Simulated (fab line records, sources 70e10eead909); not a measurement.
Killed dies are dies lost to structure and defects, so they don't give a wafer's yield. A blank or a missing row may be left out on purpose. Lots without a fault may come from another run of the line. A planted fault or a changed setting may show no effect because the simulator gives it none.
Chamber matching | flow nand_harc | NHARC_A_BONDPAD_CMP_19 on cmp-04: 4 sister chambers
The step polishes, t overpolish 30 s, cu recess touch 16 s, target thk 169.82 nm. 4 wafers are shown with their chamber, then 9 later ones without.

WAFERS WITH THEIR CHAMBER
wafer  | chamber | motor_current_A (A)
L087.1 | 0       | 12.7
L090.1 | 3       | 10.6
L093.1 | 2       | 12.4
L093.5 | 1       | 11.9

WAFERS WITHOUT THEIR CHAMBER
wafer  | motor_current_A (A)
L092.1 | 11.3
L092.2 | 12.8
L092.3 | 12.5
L092.4 | 11.5
L092.5 | 10.3
L092.6 | 12.2
L095.2 | 12.1
L095.4 | 9.7
L095.5 | 11.9

WHICH CHAMBER EACH WENT THROUGH
wafer  | from the rows above               | in truth
L092.1 | can't be placed: 1 or 3 or 2 or 0 | 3
L092.2 | can't be placed: 0 or 2 or 1      | 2
L092.3 | can't be placed: 2 or 0 or 1      | 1
L092.4 | can't be placed: 1 or 2 or 3 or 0 | 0
L092.5 | 3                                 | 3
L092.6 | can't be placed: 2 or 1 or 0      | 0
L095.2 | can't be placed: 1 or 2 or 0      | 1
L095.4 | 3                                 | 3
L095.5 | can't be placed: 1 or 2 or 0      | 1
Placed correctly: 2 of 9. Can't be placed from these rows: 7 (the true chamber is among the candidates in 7). Placed wrongly: 0.
How it was worked out, from the rows above alone: a wafer's distance from a chamber is the root of the sum, over the readings, of the square of ((its reading less the chamber's mean) divided by the reading's scatter). The wafer belongs to the nearest chamber; if the next one is less than 2 further off, it can't be placed. A chamber's mean is the mean of its shown wafers. The scatter: with one shown wafer a chamber, the root of the mean of the squares of how far each hidden wafer lies from its nearest shown one.
